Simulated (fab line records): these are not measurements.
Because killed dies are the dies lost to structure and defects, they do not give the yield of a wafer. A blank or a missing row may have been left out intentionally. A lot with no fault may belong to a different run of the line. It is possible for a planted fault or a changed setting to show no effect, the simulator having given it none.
fab line records	flow n5-finfet
record: lots: 14	wafers: 42	last-day: 18
route steps=1938 shown HKMG_FIN@457 GATE_CUT@465 BEOL_M4@1111
lots that met no fault: from a run of the same line without faults
start-h: hours from the record's first day to the start of the lot's first wafer shown	wait-h: time in hours since the lot's previous step	" the same as in the row above	L1.1+2: several wafers, shown together as one row	- no value, or no start was given	* or withheld: withheld	< > ~ a bound
route shown NAME@n: names a module that has steps shown in the file, with the first one's number in the route	usual: mean and standard deviation over wafers with no fault	same: alike in all rows	chamber/n: place in a boat	sites: each site's reading	_std_site: how widely they spread, as a standard deviation	_edge_site: mean of outer sites minus mean of inner sites	radius-mm: for every site, how far away it sits from the centre of the wafer	mask NAME#n: copy n	behind: the last tool/chamber to shape the wafer	hold: the reason the lot was held/the length of the hold in hours/how it ended	device: whichever transistor did not switch (one of n, p or np)	end of line: the same wafers' tests at the end of the route	where a step has no rows: the recipe by itself	killed: not the wafer's yield, but the dies lost to structure and defects at the first sort	map: the dies of a wafer, with x for killed, . for not killed, _ for no die there
set.NAME: the setting the step ran with; set.NAME@STEP: the setting that earlier step ran with	model.NAME: the simulator's own value behind a step, which no gauge read
a sample of lots followed through the steps of the route, with each step as a table and each wafer as a row
services: a tool's chamber out of use, with start hour (start-h, from the record's first day; less than 0 if before it), hours out, and reason
== steps ==
step: N5_HKMG_FIN_ALD_72
recipe: material: W	target-thk-a: 20	temp-c: 300	pressure-torr: 7.5	ald-precursor-family: WF6	ald-co-reactant: B2H6	pulse-time-s: 1	purge-time-s: 2	co-reactant-purge-time-s: 2	co-reactant-pulse-time-s: 3	ald-cycles: 7
usual: heater-power-outer-w: 247/16	heater-power-w: 469/37	precursor-pulse-height-rel: 1.001/0.022
same: co-reactant-purge-time-s: 2
lot.wafer	tool	chamber	start-h	wait-h	heater-power-outer-w	heater-power-w	precursor-pulse-height-rel
L726.3	cvd-w-02	0	79.77	0.2	247	483	1.016
L726.4	"	1	"	"	251	471	0.987
L726.6	"	0	"	"	242	489	0.976
L727.1	cvd-w-01	0	85.00	0.2	227	392	1.036
L727.3	"	0	"	"	226	392	0.983
L727.5	"	0	"	"	225	393	0.992
L728.3	cvd-w-02	0	91.29	0.2	241	487	1.014
L728.5	"	1	"	"	254	475	0.977
L728.6	"	0	"	"	238	490	1.012
L729.1	cvd-w-02	1	99.92	0.2	243	483	1.020
L729.2	"	0	"	"	236	481	0.994
L729.6	"	1	"	"	250	466	1.088
L730.3	cvd-w-02	1	103.07	0.2	245	470	1.000
L730.5	"	1	"	"	246	482	0.994
L730.6	"	0	"	"	241	495	1.021
L731.2	cvd-w-02	0	113.95	0.2	244	487	1.024
L731.3	"	1	"	"	255	476	0.953
L731.6	"	0	"	"	237	493	1.021
L733.1	cvd-w-01	0	123.39	0.2	225	395	0.980
L733.3	"	1	"	"	271	491	1.017
L733.6	"	0	"	"	228	405	1.016
L734.4	cvd-w-02	0	129.15	0.2	245	487	0.964
L734.5	"	1	"	"	246	468	0.971
L734.6	"	0	"	"	239	482	0.962
L737.2	cvd-w-01	1	144.52	0.2	276	504	0.993
L737.3	"	1	"	"	276	493	1.006
L737.4	"	0	"	"	228	398	1.022
L738.1	cvd-w-02	1	151.91	0.2	245	487	1.040
L738.2	"	0	"	"	239	493	0.972
L738.3	"	0	"	"	239	493	1.000
L744.1	cvd-w-02	1	194.00	0.2	251	491	0.978
L744.2	"	0	"	"	239	471	1.012
L744.5	"	0	"	"	240	479	1.001
L746.3	cvd-w-02	1	199.52	0.2	245	473	1.046
L746.4	"	0	"	"	237	490	1.041
L746.5	"	1	"	"	246	482	0.967
L747.2	cvd-w-02	0	207.57	0.2	237	493	0.986
L747.3	"	1	"	"	250	471	0.989
L747.5	"	0	"	"	245	501	1.024
L748.2	cvd-w-01	0	212.52	0.2	227	392	0.998
L748.4	"	1	"	"	278	492	1.013
L748.6	"	1	"	"	277	500	0.971
step: N5_GATE_CUT_ETCHBACK_00
recipe: chemistry: SF6/Cl2	target: W	pressure-mtorr: 8	icp-w: 900	bias-w: 80	SF6_flow_sccm: 40	Cl2_flow_sccm: 60
usual: bias-w: 80.01/0.22	drypump-motor-current-A: 5.8/0.35	oes-product-au: 0.77/0.12	throttle-valve-pct: 27.55/0.2
lot.wafer	tool	chamber	start-h	wait-h	bias-w	drypump-motor-current-A	oes-product-au	rf-hours-counter-h	throttle-valve-pct
L726.3	rie-metal-03	1	80.71	0.1	79.84	5.4	0.89	-	27.42
L726.4	"	0	"	"	79.91	5.5	0.59	-	28.03
L726.6	"	1	"	"	80.22	5.4	0.90	-	27.44
L727.1	rie-metal-02	0	85.92	0.0	80.11	6.2	0.60	125	27.52
L727.3	"	0	"	"	80.15	6.2	0.60	-	27.50
L727.5	"	1	"	"	79.93	5.9	0.63	-	27.90
L728.3	rie-metal-02	1	92.23	0.1	80.11	5.9	0.63	-	27.89
L728.5	"	1	"	"	79.84	5.9	0.63	-	27.89
L728.6	"	0	"	"	79.90	6.2	0.59	-	27.50
L729.1	rie-metal-02	1	100.83	0.0	79.88	5.9	0.63	112	27.90
L729.2	"	0	"	"	79.81	6.2	0.60	127	27.50
L729.6	"	0	"	"	80.03	6.2	0.60	-	27.53
L730.3	rie-metal-02	1	104.00	0.1	80.16	5.9	0.63	-	27.91
L730.5	"	1	"	"	80.23	5.9	0.64	-	27.91
L730.6	"	0	"	"	79.84	6.2	0.60	-	27.51
L731.2	rie-metal-01	1	114.86	0.0	79.96	5.7	0.81	32	27.65
L731.3	"	0	"	"	80.12	6.4	0.80	-	27.20
L731.6	"	1	"	"	80.30	5.7	0.81	-	27.66
L733.1	rie-metal-03	1	124.32	0.0	80.23	5.4	0.86	16	27.46
L733.3	"	1	"	"	80.08	5.4	0.87	-	27.44
L733.6	"	1	"	"	80.25	5.4	0.87	-	27.44
L734.4	rie-metal-02	1	130.08	0.1	80.16	5.9	0.62	-	27.93
L734.5	"	0	"	"	80.37	6.2	0.59	-	27.50
L734.6	"	1	"	"	79.83	5.9	0.63	-	27.90
L737.2	rie-metal-03	0	145.44	0.0	80.05	5.5	0.96	1	27.51
L737.3	"	0	"	"	79.80	5.4	0.95	-	27.52
L737.4	"	1	"	"	80.02	5.4	0.85	-	27.46
L738.1	rie-metal-02	1	152.82	0.0	80.51	5.9	0.63	116	27.89
L738.2	"	0	"	"	80.21	6.2	0.60	131	27.53
L738.3	"	1	"	"	79.87	5.9	0.62	-	27.90
L744.1	rie-metal-01	0	195.09	0.0	79.89	6.4	0.77	50	27.22
L744.2	"	1	"	"	79.98	5.8	0.79	40	27.67
L744.5	"	0	"	"	79.72	6.4	0.78	-	27.22
L746.3	rie-metal-01	0	200.45	0.1	80.16	6.3	0.78	-	27.22
L746.4	"	1	"	"	79.99	5.7	0.78	-	27.70
L746.5	"	1	"	"	79.97	5.7	0.78	-	27.68
L747.2	rie-metal-03	0	208.48	0.0	79.55	5.5	0.90	7	27.53
L747.3	"	1	"	"	80.31	5.4	0.84	-	27.46
L747.5	"	1	"	"	80.20	5.4	0.83	-	27.46
L748.2	rie-metal-03	1	213.44	0.0	79.93	5.4	0.83	26	27.45
L748.4	"	0	"	"	79.84	5.5	0.89	-	27.53
L748.6	"	0	"	"	80.18	5.5	0.89	-	27.53
step: N5_GATE_CUT_EXPOSE_10
recipe: mask-id: GATE_CUT	na: 0.33	source-shape: annular	sigma-inner: 0.35	sigma-outer: 0.8	polarization: unpolarized	target-cd-nm: 20	dose-mj: 43.25
usual: exposure-dose-mJ-cm2: 43.22/0.067	focus-offset-nm: 0.0/0.61
same: na: 0.33	sigma-inner: 0.35
lot.wafer	tool	chamber	start-h	wait-h	mask	exposure-dose-mJ-cm2	focus-offset-nm
L726.3	euv-scanner-02	0	84.27	-	GATE_CUT#0	43.27	0.2
L726.4	"	0	"	"	GATE_CUT#0	43.20	-0.1
L726.6	"	0	"	"	GATE_CUT#0	43.22	-0.2
L727.1	euv-scanner-01	0	89.90	-	GATE_CUT#0	43.20	-0.1
L727.3	"	0	"	"	GATE_CUT#0	43.13	0.0
L727.5	"	0	"	"	GATE_CUT#0	43.20	0.0
L728.3	euv-scanner-02	0	96.17	-	GATE_CUT#0	43.23	0.7
L728.5	"	0	"	"	GATE_CUT#0	43.34	0.0
L728.6	"	0	"	"	GATE_CUT#0	43.23	1.5
L729.1	euv-scanner-02	0	104.25	-	GATE_CUT#0	43.29	1.0
L729.2	"	0	"	"	GATE_CUT#0	43.29	1.0
L729.6	"	0	"	"	GATE_CUT#0	43.37	1.1
L730.3	euv-scanner-01	0	107.58	-	GATE_CUT#0	43.10	-0.5
L730.5	"	0	"	"	GATE_CUT#0	43.14	-0.2
L730.6	"	0	"	"	GATE_CUT#0	43.12	-0.9
L731.2	euv-scanner-02	0	118.63	-	GATE_CUT#0	43.26	-0.1
L731.3	"	0	"	"	GATE_CUT#0	43.21	-0.3
L731.6	"	0	"	"	GATE_CUT#0	43.29	-1.3
L733.1	euv-scanner-01	0	128.26	-	GATE_CUT#0	43.20	-0.5
L733.3	"	0	"	"	GATE_CUT#0	43.18	0.2
L733.6	"	0	"	"	GATE_CUT#0	43.19	-0.5
L734.4	euv-scanner-02	0	133.66	-	GATE_CUT#0	43.25	0.8
L734.5	"	0	"	"	GATE_CUT#0	43.25	0.1
L734.6	"	0	"	"	GATE_CUT#0	43.23	0.0
L737.2	euv-scanner-02	0	149.02	-	GATE_CUT#0	43.34	0.2
L737.3	"	0	"	"	GATE_CUT#0	43.27	1.4
L737.4	"	0	"	"	GATE_CUT#0	43.28	0.5
L738.1	euv-scanner-02	0	156.30	-	GATE_CUT#0	43.30	0.5
L738.2	"	0	"	"	GATE_CUT#0	43.27	0.5
L738.3	"	0	"	"	GATE_CUT#0	43.24	0.1
L744.1	euv-scanner-01	0	203.26	-	GATE_CUT#0	40.72	0.8
L744.2	"	0	"	"	GATE_CUT#0	40.77	0.0
L744.5	"	0	"	"	GATE_CUT#0	40.74	-0.2
L746.3	euv-scanner-02	0	204.23	-	GATE_CUT#0	43.28	0.4
L746.4	"	0	"	"	GATE_CUT#0	43.21	0.6
L746.5	"	0	"	"	GATE_CUT#0	43.24	0.2
L747.2	euv-scanner-01	0	212.05	-	GATE_CUT#0	41.14	-0.4
L747.3	"	0	"	"	GATE_CUT#0	41.14	0.2
L747.5	"	0	"	"	GATE_CUT#0	41.20	-0.7
L748.2	euv-scanner-02	0	217.09	-	GATE_CUT#0	43.24	-0.8
L748.4	"	0	"	"	GATE_CUT#0	43.28	-0.8
L748.6	"	0	"	"	GATE_CUT#0	43.26	-0.1
step: N5_GATE_CUT_CD_MEAS_13
recipe: target-cd-nm: 20	landing-energy-ev: 500	detector: se-inlens
usual: cd-nm: 20.08/0.28
lot.wafer	tool	chamber	start-h	wait-h	cd-nm
L726.3	cd-sem-03	0	84.39	-	20.28
L726.4	"	0	"	"	19.65
L726.6	"	0	"	"	19.64
L727.1	cd-sem-02	0	90.03	-	20.38
L727.3	"	0	"	"	19.77
L727.5	"	0	"	"	20.14
L728.3	cd-sem-01	0	96.29	-	20.16
L728.5	"	0	"	"	19.93
L728.6	"	0	"	"	19.89
L729.1	cd-sem-01	0	104.39	-	20.25
L729.2	"	0	"	"	19.68
L729.6	"	0	"	"	20.06
L730.3	cd-sem-03	0	107.70	-	19.70
L730.5	"	0	"	"	20.47
L730.6	"	0	"	"	19.93
L731.2	cd-sem-02	0	118.75	-	19.86
L731.3	"	0	"	"	19.86
L731.6	"	0	"	"	20.21
L733.1	cd-sem-03	0	128.39	-	19.97
L733.3	"	0	"	"	19.75
L733.6	"	0	"	"	20.17
L734.4	cd-sem-03	0	133.78	-	20.67
L734.5	"	0	"	"	20.41
L734.6	"	0	"	"	20.56
L737.2	cd-sem-01	0	149.15	-	19.82
L737.3	"	0	"	"	19.90
L737.4	"	0	"	"	20.37
L738.1	cd-sem-01	0	156.43	-	20.01
L738.2	"	0	"	"	20.18
L738.3	"	0	"	"	19.63
L744.1	cd-sem-02	0	203.39	-	18.67
L744.2	"	0	"	"	18.49
L744.5	"	0	"	"	18.86
L746.3	cd-sem-02	0	204.36	-	20.22
L746.4	"	0	"	"	19.75
L746.5	"	0	"	"	20.31
L747.2	cd-sem-01	0	212.18	-	19.24
L747.3	"	0	"	"	19.16
L747.5	"	0	"	"	18.89
L748.2	cd-sem-01	0	217.22	-	19.99
L748.4	"	0	"	"	20.28
L748.6	"	0	"	"	20.17
step: N5_GATE_CUT_ETCH_37
recipe: chemistry: N2/H2	target: SOC	target-depth-a: 600	overetch-a: 120	mask-material: SiARC	temp-c: 40	time-s: 90	ion-energy-ev: 200	pressure-mtorr: 30	source-w: 840	bias-w: 150	n2-flow-sccm: 200	h2-flow-sccm: 200
usual: bias-w: 150.0/0.39	drypump-motor-current-A: 5.80/0.27	n2-flow-sccm: 200.0/0.61	oes-product-au: 0.70/0.073	rf-vpp-V: 524.7/2.6	showerhead-plenum-p-Torr: 2.58/0.083	throttle-valve-pct: 17.8/0.3
lot.wafer	tool	chamber	start-h	wait-h	bias-w	drypump-motor-current-A	n2-flow-sccm	oes-product-au	rf-hours-counter-h	rf-vpp-V	showerhead-plenum-p-Torr	throttle-valve-pct
L726.3	rie-diel-05	0	84.75	0.0	150.1	5.67	199.8	0.62	226	525.9	2.62	17.7
L726.4	"	1	"	"	150.4	5.91	199.4	0.65	175	527.0	2.64	18.2
L726.6	"	0	"	"	150.7	5.62	199.9	0.61	-	527.5	2.62	17.7
L727.1	rie-diel-06	2	90.24	0.0	149.7	5.84	200.2	0.68	140	523.5	2.56	18.1
L727.3	"	3	"	"	149.8	5.87	200.1	0.81	25	521.8	2.48	17.2
L727.5	"	1	"	"	150.0	5.43	201.3	0.70	-	527.0	2.66	18.0
L728.3	rie-diel-05	1	96.49	0.0	149.8	5.92	199.7	0.65	179	526.7	2.64	18.1
L728.5	"	0	"	"	150.3	5.60	200.1	0.61	-	524.8	2.61	17.7
L728.6	"	1	"	"	150.6	5.92	199.8	0.65	-	527.0	2.64	18.1
L729.1	rie-diel-05	0	104.59	0.0	150.4	5.64	198.6	0.60	234	525.7	2.61	17.7
L729.2	"	1	"	"	150.1	5.91	199.9	0.65	183	526.0	2.64	18.2
L729.6	"	1	"	"	150.9	5.92	198.3	0.65	-	527.3	2.64	18.2
L730.3	rie-diel-05	2	107.90	0.0	149.9	6.07	199.4	0.65	174	521.3	2.44	18.1
L730.5	"	2	"	"	149.8	6.07	198.6	0.64	-	518.8	2.44	18.1
L730.6	"	1	"	"	149.4	5.92	199.6	0.64	-	526.4	2.64	18.2
L731.2	rie-diel-06	1	118.96	0.0	150.4	5.41	199.6	0.69	136	526.8	2.66	18.0
L731.3	"	3	"	"	150.4	5.87	200.5	0.79	34	522.4	2.47	17.3
L731.6	"	0	"	"	150.3	6.13	200.7	0.65	-	524.7	2.51	17.8
L733.1	rie-diel-06	1	128.60	0.0	150.0	5.42	200.2	0.69	139	526.7	2.65	18.0
L733.3	"	3	"	"	150.2	5.86	198.9	0.79	37	521.8	2.47	17.3
L733.6	"	0	"	"	150.5	6.07	200.2	0.65	-	524.1	2.51	17.8
L734.4	rie-diel-05	0	133.98	0.0	150.3	5.62	200.3	0.60	243	526.9	2.61	17.7
L734.5	"	2	"	"	148.9	6.05	200.1	0.64	-	519.9	2.44	18.2
L734.6	"	1	"	"	150.3	5.93	200.7	0.64	-	526.4	2.63	18.2
L737.2	rie-diel-03	3	149.59	0.0	150.4	5.46	199.5	0.73	109	520.7	2.48	18.1
L737.3	"	0	"	"	150.0	5.59	200.0	0.82	25	525.3	2.62	17.9
L737.4	"	2	"	"	149.8	5.72	198.6	0.81	38	528.6	2.70	17.4
L738.1	rie-diel-03	3	156.81	0.0	149.3	5.46	198.5	0.72	112	522.2	2.48	18.1
L738.2	"	2	"	"	150.4	5.69	200.4	0.80	40	527.4	2.70	17.4
L738.3	"	0	"	"	149.7	5.57	200.4	0.82	27	528.0	2.61	17.9
L744.1	rie-diel-05	2	203.60	0.0	150.4	6.05	199.7	0.63	208	521.2	2.43	18.2
L744.2	"	1	"	"	150.5	5.90	199.5	0.62	217	525.2	2.62	18.2
L744.5	"	2	"	"	150.2	6.04	200.0	0.63	-	520.0	2.43	18.2
L746.3	rie-diel-03	0	204.56	0.0	149.3	5.64	200.7	0.80	45	525.8	2.61	17.9
L746.4	"	3	"	"	150.5	5.46	199.7	0.71	124	520.8	2.47	18.1
L746.5	"	1	"	"	149.6	6.32	200.0	0.65	-	528.7	2.64	17.5
L747.2	rie-diel-05	1	212.38	0.0	150.6	5.91	200.1	0.62	219	526.8	2.62	18.2
L747.3	"	0	"	"	150.1	5.60	199.3	0.82	12	524.9	2.60	17.3
L747.5	"	2	"	"	150.0	6.04	200.6	0.62	-	521.8	2.43	18.2
L748.2	rie-diel-06	0	217.62	0.0	149.6	6.12	200.6	0.63	222	523.7	2.50	17.9
L748.4	"	1	"	"	150.4	5.43	199.1	0.66	165	525.4	2.64	18.0
L748.6	"	2	"	"	150.0	5.86	200.8	0.66	-	524.2	2.54	18.2
step: N5_BEOL_M4_RC_MEAS_101
usual: DIBL_N: 36.0/2	DIBL_P: 36.2/2.2	IOFF_N: 0.16/0.034	IOFF_P: 0.21/0.04	ION_N: 675/12	ION_P: 463/7.2	SS_N: 71.6/0.6	SS_P: 73.3/0.67	VT_N: 250/3	VT_P: -251/3.4
lot.wafer	tool	chamber	start-h	wait-h	DIBL_N[mV/V]	DIBL_P[mV/V]	IOFF_N[nA/um]	IOFF_P[nA/um]	ION_N[uA/um]	ION_P[uA/um]	SS_N[mV/dec]	SS_P[mV/dec]	VT_N[mV]	VT_P[mV]
L726.3	prober-02	0	169.71	0.3	37.7	36.6	0.17	0.21	670	452	72.3	74.3	251	-252
L726.4	"	0	"	"	35.6	34.6	0.12	0.18	662	457	72.2	73.1	253	-255
L726.6	"	0	"	"	35.6	34.4	0.14	0.18	650	451	71.8	73.6	250	-256
L727.1	prober-01	0	178.60	0.0	38.6	39.1	0.22	0.26	692	468	71.6	73.7	248	-250
L727.3	"	0	"	"	37.0	37.7	0.19	0.24	684	467	71.2	73.8	246	-248
L727.5	"	0	"	"	36.2	36.8	0.18	0.22	683	464	71.8	73.9	245	-250
L728.3	prober-02	0	188.79	0.3	33.9	35.7	0.13	0.18	667	460	71.1	73.1	251	-252
L728.5	"	0	"	"	35.8	37.6	0.15	0.19	680	460	71.4	73.6	248	-253
L728.6	"	0	"	"	33.0	34.6	0.11	0.16	648	445	71.1	72.9	255	-255
L729.1	prober-02	0	193.11	0.0	36.7	38.3	0.18	0.23	680	465	71.9	72.7	249	-249
L729.2	"	0	"	"	34.7	36.3	0.15	0.20	669	461	71.4	72.7	251	-252
L729.6	"	0	"	"	35.8	37.5	0.16	0.21	669	460	71.4	72.5	248	-252
L730.3	prober-02	0	198.35	0.3	35.2	35.2	0.14	0.18	681	460	71.1	73.5	251	-251
L730.5	"	0	"	"	36.7	36.1	0.16	0.18	673	455	71.7	72.3	251	-254
L730.6	"	0	"	"	34.6	35.2	0.13	0.17	665	461	70.6	72.1	250	-252
L731.2	prober-02	0	215.35	0.2	34.2	32.2	0.12	0.14	656	450	71.6	72.6	253	-257
L731.3	"	0	"	"	31.3	29.9	0.10	0.12	651	447	70.8	72.2	254	-256
L731.6	"	0	"	"	34.5	33.6	0.13	0.16	661	454	70.8	72.6	250	-257
L733.1	prober-01	0	217.68	0.0	38.6	39.9	0.24	0.29	697	474	72.4	74.3	242	-245
L733.3	"	0	"	"	36.6	37.6	0.20	0.25	680	462	71.6	73.6	245	-248
L733.6	"	0	"	"	37.7	38.0	0.22	0.26	693	470	72.3	73.6	245	-248
L734.4	prober-01	0	221.73	0.5	36.0	34.2	0.13	0.16	669	453	71.8	73.8	254	-255
L734.5	"	0	"	"	38.7	37.7	0.18	0.20	673	453	72.5	73.7	253	-253
L734.6	"	0	"	"	37.0	36.6	0.14	0.19	679	460	72.0	73.5	252	-254
L737.2	prober-01	0	242.75	0.2	40.9	40.8	0.20	0.26	700	469	71.1	75.2	247	-249
L737.3	"	0	"	"	40.6	40.0	0.20	0.25	687	466	71.7	74.1	247	-249
L737.4	"	0	"	"	39.4	38.3	0.18	0.22	697	470	71.0	74.0	249	-250
L738.1	prober-01	0	245.20	0.0	37.9	39.9	0.20	0.28	682	468	72.1	74.6	244	-246
L738.2	"	0	"	"	37.9	39.9	0.20	0.29	694	481	72.4	73.7	245	-246
L738.3	"	0	"	"	35.4	36.6	0.16	0.24	678	470	71.5	73.3	248	-248
L746.3	prober-02	0	309.24	0.3	38.0	38.2	0.18	0.23	675	462	71.4	74.1	250	-248
L746.4	"	0	"	"	38.9	39.1	0.20	0.27	683	470	72.0	74.2	248	-247
L746.5	"	0	"	"	38.2	38.4	0.18	0.23	682	469	72.5	74.7	248	-247
L748.2	prober-01	0	311.77	0.2	39.8	39.3	0.24	0.29	696	470	72.4	74.2	243	-246
L748.4	"	0	"	"	35.9	36.6	0.17	0.23	690	464	71.0	72.5	247	-247
L748.6	"	0	"	"	35.3	35.1	0.15	0.21	669	467	71.4	72.7	251	-252
L744.1	prober-01	0	312.55	0.7	33.4	32.6	0.12	0.18	668	465	70.8	72.4	254	-252
L744.2	"	0	"	"	39.1	40.0	0.22	0.32	695	480	72.0	74.7	245	-243
L744.5	"	0	"	"	38.7	39.9	0.21	0.30	685	468	72.5	74.8	247	-247
L747.2	prober-02	0	314.82	0.2	36.8	36.9	0.16	0.20	672	463	71.1	73.5	249	-253
L747.3	"	0	"	"	38.6	37.4	0.20	0.21	692	465	71.9	73.9	247	-251
L747.5	"	0	"	"	34.2	32.8	0.13	0.16	664	452	71.2	71.9	252	-254
== services ==
tool	chamber	start-h	hours	kind
euv-scanner-01	-	59.02	17.3	pm
rie-diel-05	2	72.79	5.3	repair
euv-scanner-01	-	76.54	1.0	pm
rie-diel-05	3	85.04	-	clean
rie-diel-06	0	85.75	15.1	repair
rie-diel-06	2	92.67	2.6	repair
euv-scanner-02	-	96.62	1.0	pm
rie-diel-03	2	120.54	4.1	repair
rie-metal-02	-	120.62	4.0	pm
euv-scanner-01	-	130.85	0.8	repair
euv-scanner-01	-	132.69	1.0	pm
euv-scanner-02	-	152.77	1.0	pm
rie-diel-03	-	157.42	0.6	repair
euv-scanner-02	-	158.39	0.4	repair
euv-scanner-02	-	159.44	0.4	repair
euv-scanner-02	-	172.92	4.6	pm
rie-diel-03	3	181.91	13.3	repair
cvd-w-01	0	182.14	3.5	repair
euv-scanner-01	-	188.84	1.0	pm
rie-diel-05	3	199.25	6.7	repair
euv-scanner-02	0	200.40	-	calibration
euv-scanner-02	-	208.92	1.0	pm
rie-metal-02	-	210.06	10.0	pm
rie-diel-05	-	215.61	0.7	repair
== key ==
first-sign: step: N5_GATE_CUT_EXPOSE_10	reading: exposure-dose-mJ-cm2	direction: down	sigmas: 34	usual: 43.22	struck: 40.95
effect: step: N5_GATE_CUT_CD_MEAS_13	reading: cd-nm	direction: down	sigmas: 4.3	usual: 20.08	struck: 18.88	through: control-loop
met-at N5_GATE_CUT_EXPOSE_10
struck-lots L744,L747
sort-left-out L744.1,L744.2,L744.5,L747.2,L747.3,L747.5
loop-trim: step: N5_GATE_CUT_EXPOSE_10	setting: dose	lots: L747
not-acting-at N5_HKMG_FIN_ALD_72,N5_GATE_CUT_ETCHBACK_00,N5_GATE_CUT_ETCH_37
onset-between 128.26 203.26
fault: kind: process-parameter-drift	tool: euv-scanner-01	chamber: -	onset-h: 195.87	steps: N5_GATE_CUT_EXPOSE_10	channel: dose-mj	offset: -2.4717	shape: step	acts-in: these-recipes-only	stated: 43.25
sort-left-out: the simulated sort isn't trusted on such a fault, so these wafers' sort isn't shown, and their yield isn't known
loop-trim: a control loop set the setting to another value than it would have without faults
